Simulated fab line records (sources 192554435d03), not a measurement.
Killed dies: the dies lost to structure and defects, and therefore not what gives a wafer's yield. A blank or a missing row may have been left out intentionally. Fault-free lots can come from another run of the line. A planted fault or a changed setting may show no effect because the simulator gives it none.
8D (eight disciplines) problem report, filled in by code | flow n5_finfet | the parts of the form that need people (team, actions taken, sign-off) are left out

== 1. THE ISSUE ==
N5_DUMMY_REMOVAL_HM_STRIP_01, oes_product_au: mean 0.98 a.u. over 1 wafer from 1 lot; wafers with no fault: 0.65 a.u., standard deviation 0.071. Measured from the usual mean, that is +4.6 standard deviations.
The step: strips SiNx in CH3F/O2, stops on poly-Si, target depth 4 nm, time 6.8 s.
Earliest sighting: wafer L312.1 on rie_diel-04 at day 7 10:47. At this step, 38 wafers from 13 lots have a number in the record. Rule for "out" (also "out of limits"): further than 4 standard deviations from the usual mean. The other wafers with a number count as sound.

== 2. WHAT IT IS; WHAT IT IS NOT ==
question                    | is               | is not
which readings at this step | oes_product_au   | bias_w, drypump_motor_current_A, rf_vpp_V, showerhead_plenum_p_Torr, throttle_valve_pct
which lots                  | L312             | L298, L299, L300, L301, L302, L303, L304, L307, L309, L318, L319, L321
which wafers of those lots  | L312.1           | L312.4, L312.5
read on which tools         | rie_diel-04      | rie_diel-02, rie_diel-05
when                        | from day 7 10:47 | up to then (28 sound wafers); but 9 sound wafers of L318, L319, L321 came after

== 3. THE SUSPECTS, EACH WITH WHAT RULES IT OUT ==
Counting: a tool at a process step up to the reading stays a suspect if it ran every lot that is out. Sound lots after the first of them don't rule it out here, since some wafers of a struck lot are sound.
- ald_sin-03 at N5_SPACER0_ALD_07 (deposits SiNx, target thk 2 nm): kept. It ran the lot that is out, L312 (day 6 12:44); its last sound lot up to then is L309 (day 5 19:22).
- rie_diel-06 at N5_SDB_DESCUM_16 (chemistry O2, time 7.9 s): kept. It ran the lot that is out, L312 (day 7 06:34); its last sound lot up to then is L299 (day 4 02:01).
- ald_sin-04 at N5_SDB_ALD_29 (deposits SiNx, target thk 30 nm, pulse time 1 s, ald cycles 600): kept. It ran the lot that is out, L312 (day 7 07:35); its last sound lot up to then is L304 (day 5 07:42).
- rie_diel-04 at N5_DUMMY_REMOVAL_HM_STRIP_01 (strips SiNx in CH3F/O2, stops on poly-Si, target depth 4 nm, time 6.8 s): kept. It ran the lot that is out, L312 (day 7 10:47); its last sound lot up to then is L298 (day 3 20:26). Out on those wafers are its own readings of oes_product_au.
- Within ald_sin-03 at N5_SPACER0_ALD_07: the wafers that are out ran in chamber 0; their sound lot-mates ran in chambers 2, 3.
- At N5_SDB_ALD_29 on ald_sin-04, chamber 0 took the sound wafers of the same lots and chamber 3 took the wafers that are out.
- At N5_DUMMY_REMOVAL_HM_STRIP_01 on rie_diel-04, chamber 0 took the sound wafers of the same lots and chamber 1 took the wafers that are out.
Left after counting: ald_sin-03 at N5_SPACER0_ALD_07, rie_diel-06 at N5_SDB_DESCUM_16, ald_sin-04 at N5_SDB_ALD_29, rie_diel-04 at N5_DUMMY_REMOVAL_HM_STRIP_01.

== 4. THE CAUSE (what the simulator had put in) ==
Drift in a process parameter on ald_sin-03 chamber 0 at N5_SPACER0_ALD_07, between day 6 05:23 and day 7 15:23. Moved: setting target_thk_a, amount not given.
Of the 4 suspects that counting leaves, this tool is one.

== 5. SEQUENCE OF EFFECTS, ordered by route ==
One row per reading whose mean, taken over the struck wafers that have a number, lies over 3 standard deviations from the usual. Readings are gone through only where the record gives a usual standard deviation; hours: the median, over the lots, of the time from a lot's start at the first step in this table giving one to that lot's start at this step; sigmas: the change measured in usual standard deviations.
hours | step                         | reading        | usual     | on struck wafers | change | sigmas
0     | N5_DUMMY_REMOVAL_HM_STRIP_01 | oes_product_au | 0.65 a.u. | 0.98             | +0.33  | +4.6
Here are the process steps it includes:
- N5_DUMMY_REMOVAL_HM_STRIP_01: strips SiNx in CH3F/O2, stops on poly-Si, target depth 4 nm, time 6.8 s.

== 6. HOW IT WOULD HAVE BEEN CAUGHT EARLIER ==
The fault began at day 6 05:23; the first out-of-limits reading in this record came at day 7 10:47, 29 hours later.
An alarm limit of 4 standard deviations would not have fired on the tool readings at N5_SPACER0_ALD_07 for which the record gives a usual standard deviation, since none of them was out on any struck wafer.
All the lots that are out (1) had begun N5_SPACER0_ALD_07 on ald_sin-03 by day 7 10:47. Tool hold at that time: it would have spared none of them.
